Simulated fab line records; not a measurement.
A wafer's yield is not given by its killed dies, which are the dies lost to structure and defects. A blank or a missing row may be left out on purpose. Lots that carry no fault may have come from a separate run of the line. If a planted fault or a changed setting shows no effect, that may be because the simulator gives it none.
fab line records	flow nand-harc	part 1 of 2: steps 1 to 3 of 6
[record] lots = 24	wafers = 72	last-day = 24
route steps=1159 shown A_STAIRCASE@726 A_SLIT@796 A_CONTACT@861
lots that met no fault: from a run of the same line without faults
start-h: hours from the record's first day to the start of the lot's first wafer shown	wait-h: how many hours have passed since the lot's step before this one	" same as the row above	L1.1+2: several wafers, shown together as one row	- no value present, or no start provided	* or withheld: withheld	< > ~ a bound
route shown NAME@n: names a module that has steps shown in the file, with the first one's number in the route	usual: average and standard deviation across the fault-free wafers	same: alike in all rows	chamber/n: place in a boat	sites: each site's reading	_std_site: the values' standard deviation	_edge_site: inner sites' mean taken away from outer sites' mean	radius-mm: for every site, how far away it sits from the centre of the wafer	mask NAME#n: copy n	behind: the tool/chamber that last shaped the wafer	hold: the reason the lot was held/the length of the hold in hours/how it ended	device: which transistor (n, p or np) failed to switch	end of line: the route-end tests of the same wafers	where a step has no rows: the recipe by itself	killed: at the first sort, the dies lost to defects and structure; wafer yield is something else	map: shows each die of a wafer: x if killed, . if not, _ if none is there
set.NAME: the run value of the setting; set.NAME@STEP: its run value at that earlier step	model.NAME: the simulator's own value behind a step, which no gauge read
the route's steps for a sample of lots (tables are steps, rows are wafers)
services: the hour from which a tool's chamber was out of use, counted from the record's first day as start-h (under 0 if before that day), plus the number of hours and why
[[steps]]
[step NHARC_A_STAIRCASE_DESCUM_443]
[recipe] time-s = 3	o2-flow-sccm = 200	ar-flow-sccm = 0	bias-power-w = 0	chemistry = O2
[usual] drypump-motor-current-A = 5.8/0.57	oes-product-au = 1.002/0.012	rf-vpp-V = 57.8/0.9	showerhead-plenum-p-Torr = 1.92/0.065	throttle-valve-pct = 11.310/0.0096
lot.wafer	tool	chamber	start-h	wait-h	drypump-motor-current-A	oes-product-au	rf-hours-counter-h	rf-vpp-V	showerhead-plenum-p-Torr	throttle-valve-pct
L074.3	rie-diel-11	0	306.08	-	6.1	0.980	37	57.6	1.88	11.301
L074.2	"	1	"	"	6.4	1.003	36	58.3	1.96	11.307
L074.1	"	3	"	"	5.4	0.989	37	56.2	1.84	11.324
L075.2	rie-diel-07	3	306.13	-	5.1	0.983	24	57.8	1.92	11.299
L075.3	"	0	"	"	5.3	1.019	26	57.6	1.96	11.313
L075.5	"	2	"	"	6.2	0.998	-	56.5	1.87	11.304
L076.3	rie-diel-11	2	306.15	-	5.6	1.002	36	55.1	1.80	11.306
L076.2	"	0	"	"	6.1	0.989	37	57.8	1.88	11.317
L076.1	"	1	"	"	6.4	0.995	36	58.0	1.96	11.317
L077.3	rie-diel-07	1	310.10	-	6.7	1.014	29	56.9	1.90	11.311
L077.2	"	2	"	"	6.2	1.001	27	57.7	1.87	11.297
L077.5	"	1	"	"	6.7	1.017	-	57.3	1.90	11.301
L079.2	rie-diel-03	3	327.23	-	6.7	1.011	40	59.0	1.89	11.297
L079.5	"	2	"	"	5.6	0.998	-	57.9	2.02	11.310
L079.6	"	3	"	"	6.7	1.020	-	56.6	1.89	11.298
L078.2	rie-diel-11	0	327.26	-	6.1	0.981	48	57.1	1.87	11.311
L078.4	"	2	"	"	5.6	1.007	44	57.7	1.80	11.322
L078.5	"	1	"	"	6.4	0.998	-	58.5	1.96	11.317
L080.2	rie-diel-03	1	327.30	-	4.9	1.002	35	58.2	1.97	11.300
L080.4	"	2	"	"	5.6	1.003	26	58.9	2.02	11.307
L080.1	"	0	"	"	5.6	1.020	33	57.7	1.99	11.298
L081.3	rie-diel-03	1	333.80	-	4.9	0.994	39	57.0	1.97	11.322
L081.5	"	0	"	"	5.6	1.018	-	58.3	1.99	11.314
L081.6	"	1	"	"	4.9	1.002	-	58.3	1.97	11.320
L082.1	rie-diel-11	3	351.17	-	5.4	0.986	57	56.9	1.83	11.305
L082.4	"	0	"	"	6.1	0.989	58	57.7	1.87	11.316
L082.5	"	2	"	"	5.6	1.010	-	57.5	1.79	11.322
L083.1	rie-diel-11	1	351.22	-	6.4	1.000	53	57.3	1.96	11.299
L083.5	"	3	"	"	5.3	0.986	-	58.3	1.83	11.307
L083.6	"	0	"	"	6.1	0.980	-	57.7	1.87	11.316
L086.2	rie-diel-03	1	373.37	-	4.9	1.001	50	58.6	1.96	11.323
L086.1	"	2	"	"	5.6	1.006	43	59.5	2.01	11.299
L086.3	"	3	"	"	6.7	1.014	58	57.5	1.88	11.300
L087.3	rie-diel-07	3	373.48	-	5.1	0.990	47	57.8	1.91	11.326
L087.6	"	3	"	"	5.1	0.986	-	59.9	1.91	11.312
L087.5	"	0	"	"	5.4	1.018	-	58.0	1.95	11.316
L084.4	rie-diel-03	2	374.99	-	5.6	1.004	45	58.7	2.01	11.312
L084.5	"	3	"	"	6.7	1.006	-	58.7	1.88	11.321
L084.6	"	0	"	"	5.6	1.019	-	55.3	1.99	11.298
L085.3	rie-diel-03	1	375.02	-	4.9	0.996	51	57.5	1.96	11.315
L085.2	"	2	"	"	5.6	0.994	45	57.4	2.01	11.319
L085.5	"	0	"	"	5.6	1.021	-	57.6	1.99	11.302
L088.3	rie-diel-11	3	399.43	-	5.4	0.986	8	57.5	1.83	11.316
L088.6	"	3	"	"	5.4	0.991	-	56.3	1.83	11.307
L088.5	"	0	"	"	6.1	0.975	-	57.8	1.87	11.321
L089.2	rie-diel-07	3	399.83	-	5.1	0.995	59	58.0	1.91	11.306
L089.3	"	0	"	"	5.4	1.030	60	59.0	1.95	11.309
L089.5	"	3	"	"	5.1	0.992	-	57.4	1.91	11.315
L093.3	rie-diel-11	2	405.93	-	5.6	1.002	12	57.4	1.79	11.296
L093.1	"	0	"	"	6.1	0.986	11	58.8	1.87	11.323
L093.6	"	3	"	"	5.3	0.995	-	59.2	1.83	11.311
L092.1	rie-diel-03	3	406.13	-	6.8	1.000	2	57.3	1.88	11.306
L092.2	"	0	"	"	5.6	0.994	2	57.3	1.98	11.304
L092.4	"	0	"	"	5.6	1.008	-	58.5	1.98	11.299
L090.1	rie-diel-03	3	406.25	-	6.7	1.003	2	57.3	1.88	11.336
L090.5	"	2	"	"	5.6	1.003	-	57.2	2.01	11.306
L090.4	"	3	"	"	6.7	0.998	-	57.2	1.88	11.313
L091.1	rie-diel-03	0	406.29	-	5.6	0.987	2	57.9	1.98	11.291
L091.3	"	3	"	"	6.7	1.011	2	56.7	1.88	11.324
L091.4	"	0	"	"	5.6	0.997	-	58.4	1.98	11.304
L094.4	rie-diel-07	0	426.03	-	5.3	1.020	2	58.5	1.95	11.313
L094.3	"	1	"	"	6.7	1.010	2	56.9	1.89	11.317
L094.2	"	2	"	"	6.2	0.992	2	57.4	1.86	11.302
L096.1	rie-diel-03	3	439.08	-	6.8	1.006	17	56.9	1.87	11.307
L096.6	"	1	"	"	4.9	1.016	-	58.7	1.96	11.323
L096.5	"	2	"	"	5.6	1.009	-	58.2	2.00	11.292
L095.3	rie-diel-07	0	439.25	-	5.3	1.001	7	57.1	1.95	11.328
L095.6	"	0	"	"	5.3	1.005	-	58.6	1.95	11.325
L095.5	"	1	"	"	6.6	0.995	-	59.5	1.89	11.304
L097.2	rie-diel-03	0	445.91	-	5.6	1.003	19	58.1	1.98	11.308
L097.1	"	2	"	"	5.6	0.996	19	56.4	2.00	11.314
L097.3	"	3	"	"	6.8	0.995	20	59.0	1.87	11.310
[step NHARC_A_STAIRCASE_ETCHBACK_157]
[recipe] target-depth-a = 900	over-etch-frac = 0.3	time-s = 167.14	ion-energy-ev = 120	ch3f-flow-sccm = 50	o2-flow-sccm = 30	ar-flow-sccm = 200	rf-w = 500	bias-w = 100	chemistry = CH3F/O2
[usual] drypump-motor-current-A = 5.8/0.55	oes-product-au = 0.98/0.034	rf-vpp-V = 244.2/1.4	showerhead-plenum-p-Torr = 2.45/0.083	throttle-valve-pct = 20.662/0.01
lot.wafer	tool	chamber	start-h	wait-h	drypump-motor-current-A	oes-product-au	rf-hours-counter-h	rf-vpp-V	showerhead-plenum-p-Torr	throttle-valve-pct
L075.3	rie-diel-07	0	310.15	0.2	5.4	1.02	29	245.4	2.52	20.672
L075.2	"	1	"	"	6.6	1.01	29	244.4	2.44	20.666
L075.5	"	1	"	"	6.6	1.02	-	244.7	2.44	20.653
L074.1	rie-diel-11	2	310.63	0.5	5.6	1.03	39	241.7	2.32	20.669
L074.2	"	3	"	"	5.3	0.98	41	242.3	2.37	20.664
L074.3	"	0	"	"	6.1	0.99	42	243.8	2.41	20.681
L076.3	rie-diel-11	1	312.00	0.5	6.4	1.00	40	245.7	2.52	20.676
L076.1	"	3	"	"	5.4	0.99	42	243.6	2.37	20.657
L076.2	"	0	"	"	6.1	0.98	43	243.8	2.41	20.673
L077.2	rie-diel-03	0	314.26	0.1	5.6	0.93	28	246.7	2.56	20.648
L077.3	"	1	"	"	4.9	0.92	30	245.0	2.53	20.656
L077.5	"	0	"	"	5.6	0.94	-	244.1	2.56	20.656
L079.2	rie-diel-11	0	331.54	0.2	6.1	0.92	50	245.0	2.41	20.673
L079.5	"	2	"	"	5.6	0.93	-	241.6	2.31	20.662
L079.6	"	3	"	"	5.4	0.91	-	243.5	2.36	20.666
L078.2	rie-diel-03	3	331.80	0.2	6.8	0.92	43	242.7	2.42	20.669
L078.4	"	0	"	"	5.6	1.01	36	246.1	2.56	20.649
L078.5	"	2	"	"	5.6	0.92	-	246.3	2.59	20.661
L080.4	rie-diel-07	1	332.83	0.1	6.6	0.96	37	244.5	2.44	20.678
L080.1	"	3	"	"	5.1	0.92	35	244.6	2.47	20.668
L080.2	"	0	"	"	5.3	0.97	37	245.9	2.51	20.653
L081.3	rie-diel-11	1	337.87	0.2	6.4	0.91	48	243.3	2.52	20.673
L081.6	"	2	"	"	5.6	0.93	-	242.8	2.31	20.660
L081.5	"	3	"	"	5.4	0.91	-	242.7	2.36	20.659
L082.4	rie-diel-03	1	355.47	0.2	4.9	0.97	46	245.4	2.52	20.638
L082.1	"	2	"	"	5.6	0.97	39	245.9	2.58	20.658
L082.5	"	0	"	"	5.6	0.98	-	246.0	2.55	20.676
L083.1	rie-diel-03	3	356.69	0.2	6.8	0.95	54	244.4	2.42	20.659
L083.5	"	1	"	"	4.9	0.93	-	246.3	2.52	20.662
L083.6	"	2	"	"	5.6	0.93	-	244.9	2.58	20.667
L086.3	rie-diel-11	3	377.44	0.2	5.4	0.99	0	242.9	2.36	20.659
L086.2	"	0	"	"	6.1	0.99	0	245.4	2.40	20.677
L086.1	"	2	"	"	5.6	1.00	0	243.9	2.31	20.663
L087.3	rie-diel-11	1	377.69	0.2	6.4	0.99	1	243.8	2.51	20.675
L087.6	"	0	"	"	6.1	0.98	-	243.1	2.40	20.657
L087.5	"	1	"	"	6.4	0.99	-	244.4	2.51	20.649
L084.4	rie-diel-07	1	379.25	0.2	6.7	1.02	52	242.9	2.43	20.670
L084.5	"	0	"	"	5.3	1.01	-	246.0	2.51	20.662
L084.6	"	1	"	"	6.7	1.01	-	244.1	2.43	20.674
L085.2	rie-diel-07	3	380.76	0.2	5.1	0.92	50	244.2	2.46	20.668
L085.3	"	2	"	"	6.1	0.93	52	243.8	2.39	20.680
L085.5	"	3	"	"	5.1	0.92	-	244.9	2.46	20.659
L089.2	rie-diel-11	0	404.14	0.2	6.1	0.98	10	242.1	2.40	20.656
L089.3	"	1	"	"	6.4	0.99	11	245.7	2.51	20.657
L089.5	"	3	"	"	5.4	0.99	-	244.0	2.35	20.652
L088.3	rie-diel-03	0	404.29	0.2	5.6	1.00	2	244.9	2.55	20.668
L088.5	"	2	"	"	5.6	1.01	-	245.4	2.58	20.678
L088.6	"	3	"	"	6.7	1.00	-	244.7	2.41	20.635
L093.1	rie-diel-11	0	410.37	0.3	6.1	0.98	15	244.5	2.40	20.672
L093.3	"	3	"	"	5.3	0.99	16	242.7	2.35	20.659
L093.6	"	1	"	"	6.4	1.00	-	245.6	2.51	20.673
L092.1	rie-diel-11	2	411.18	0.2	5.6	1.00	15	243.0	2.30	20.668
L092.4	"	3	"	"	5.4	0.99	16	242.7	2.35	20.661
L092.2	"	1	"	"	6.3	1.00	15	246.5	2.51	20.666
L090.1	rie-diel-03	0	412.91	0.2	5.6	0.99	9	245.7	2.54	20.651
L090.4	"	3	"	"	6.8	1.00	-	242.0	2.41	20.663
L090.5	"	2	"	"	5.6	1.01	-	246.3	2.57	20.666
L091.3	rie-diel-03	2	414.73	0.2	5.6	1.01	10	244.5	2.57	20.653
L091.1	"	3	"	"	6.7	1.01	10	242.0	2.41	20.656
L091.4	"	0	"	"	5.6	1.00	-	244.5	2.54	20.648
L094.4	rie-diel-07	0	430.22	0.2	5.3	1.01	4	244.3	2.50	20.662
L094.2	"	1	"	"	6.6	1.01	4	244.1	2.42	20.669
L094.3	"	3	"	"	5.1	0.98	5	242.8	2.45	20.666
L096.1	rie-diel-03	3	443.13	0.2	6.8	1.00	19	243.2	2.41	20.671
L096.6	"	3	"	"	6.8	1.00	-	242.9	2.41	20.656
L096.5	"	0	"	"	5.6	1.00	-	244.9	2.54	20.660
L095.3	rie-diel-11	3	443.40	0.1	5.4	0.95	30	242.0	2.35	20.662
L095.6	"	3	"	"	5.4	0.96	-	242.5	2.35	20.655
L095.5	"	0	"	"	6.1	0.95	-	242.5	2.39	20.677
L097.2	rie-diel-07	3	450.05	0.2	5.1	0.98	13	242.6	2.45	20.668
L097.3	"	1	"	"	6.6	1.01	11	244.8	2.42	20.677
L097.1	"	2	"	"	6.2	0.99	11	242.6	2.38	20.659
[step NHARC_A_SLIT_ETCH_17]
[recipe] bias-v = 900	source-w = withheld	pressure-mtorr = 20	ar-flow-sccm = 375	c4f8-flow-sccm = 83.3	o2-flow-sccm = 41.7	time-s = 1687.5	target-depth-a = 1.01e+05	chemistry = C4F8/O2/Ar
[usual] drypump-motor-current-A = 5.9/0.47	showerhead-plenum-p-Torr = 3.73/0.072	throttle-valve-pct = 32.046/0.01
lot.wafer	tool	chamber	start-h	wait-h	drypump-motor-current-A	rf-hours-counter-h	showerhead-plenum-p-Torr	throttle-valve-pct
L074.2	har-etch-01	0	323.68	-	5.7	2	3.80	32.039
L074.1	"	1	"	"	5.2	2	3.80	32.041
L074.3	"	1	"	"	5.2	-	3.80	32.041
L077.2	har-etch-01	0	325.63	-	5.7	3	3.80	32.054
L077.3	"	0	"	"	5.7	-	3.80	32.043
L077.5	"	0	"	"	5.7	-	3.80	32.043
L075.2	har-etch-02	0	325.81	-	6.1	173	3.63	32.050
L075.3	"	0	"	"	6.1	-	3.63	32.043
L075.5	"	1	"	"	6.5	-	3.77	32.040
L076.2	har-etch-01	1	327.07	-	5.2	5	3.80	32.055
L076.1	"	0	"	"	5.7	5	3.80	32.047
L076.3	"	1	"	"	5.2	-	3.80	32.036
L080.1	har-etch-02	0	348.16	-	6.1	184	3.62	32.049
L080.2	"	1	"	"	6.5	184	3.77	32.048
L080.4	"	1	"	"	6.5	-	3.77	32.063
L079.2	har-etch-01	0	348.31	-	5.7	18	3.79	32.053
L079.5	"	0	349.31	-	5.7	-	3.79	32.051
L079.6	"	1	"	"	5.3	-	3.79	32.033
L078.2	har-etch-02	1	350.07	-	6.5	185	3.77	32.062
L078.4	"	0	"	"	6.1	-	3.62	32.052
L078.5	"	0	"	"	6.1	-	3.62	32.052
L081.3	har-etch-01	1	354.12	-	5.3	-	3.79	32.037
L081.5	"	0	"	"	5.7	-	3.79	32.051
L081.6	"	1	"	"	5.3	-	3.79	32.033
L082.1	har-etch-01	0	376.40	-	5.6	29	3.78	32.035
L082.4	"	0	"	"	5.7	-	3.78	32.056
L082.5	"	0	"	"	5.6	-	3.78	32.052
L083.1	har-etch-02	1	377.66	-	6.5	199	3.76	32.055
L083.5	"	0	"	"	6.1	-	3.62	32.050
L083.6	"	1	"	"	6.5	-	3.76	32.061
L086.1	har-etch-02	0	389.63	-	6.1	200	3.61	32.041
L086.2	"	1	"	"	6.5	200	3.76	32.029
L086.3	"	1	"	"	6.5	-	3.76	32.054
L084.4	har-etch-02	0	391.82	-	6.1	-	3.61	32.048
L084.5	"	0	"	"	6.1	-	3.61	32.045
L084.6	"	1	"	"	6.5	-	3.76	32.037
L087.3	har-etch-01	0	392.32	-	5.7	-	3.78	32.048
L087.5	"	1	"	"	5.2	-	3.78	32.056
L087.6	"	0	"	"	5.7	-	3.78	32.040
L085.2	har-etch-02	0	393.76	-	6.1	203	3.61	32.014
L085.3	"	0	"	"	6.1	-	3.61	32.038
L085.5	"	0	"	"	6.1	-	3.61	32.044
L089.2	har-etch-02	0	418.10	-	6.1	212	3.61	32.063
L089.3	"	1	"	"	6.5	-	3.75	32.056
L089.5	"	1	"	"	6.5	-	3.75	32.044
L088.3	har-etch-01	1	419.49	-	5.2	-	3.77	32.069
L088.5	"	0	"	"	5.7	-	3.77	32.031
L088.6	"	1	"	"	5.2	-	3.77	32.038
L093.1	har-etch-02	0	424.84	-	6.1	214	3.61	32.046
L093.3	"	0	"	"	6.1	-	3.61	32.042
L093.6	"	0	"	"	6.1	-	3.61	32.046
L090.1	har-etch-01	1	424.99	-	5.2	49	3.77	32.057
L090.4	"	0	"	"	5.6	-	3.77	32.055
L090.5	"	0	"	"	5.7	-	3.77	32.051
L092.1	har-etch-02	1	426.28	-	6.6	215	3.75	32.055
L092.2	"	0	"	"	6.1	215	3.61	32.058
L092.4	"	1	"	"	6.5	-	3.75	32.053
L091.1	har-etch-01	1	427.92	-	5.2	50	3.77	32.048
L091.3	"	1	"	"	5.3	-	3.77	32.054
L091.4	"	0	"	"	5.7	-	3.77	32.052
L094.2	har-etch-01	1	442.69	-	5.2	56	3.77	32.041
L094.3	"	1	"	"	5.3	-	3.77	32.039
L094.4	"	0	"	"	5.7	-	3.77	32.039
L096.1	har-etch-02	1	457.10	-	6.5	233	3.74	32.039
L096.5	"	0	"	"	6.1	-	3.60	32.053
L096.6	"	1	"	"	6.6	-	3.74	32.040
L095.3	har-etch-01	0	457.16	-	5.7	-	3.77	32.054
L095.6	"	0	"	"	5.7	-	3.77	32.041
L095.5	"	1	"	"	5.3	-	3.77	32.048
L097.2	har-etch-02	1	463.34	-	6.5	238	3.74	32.043
L097.1	"	0	"	"	6.1	238	3.59	32.041
L097.3	"	1	"	"	6.5	-	3.74	32.061
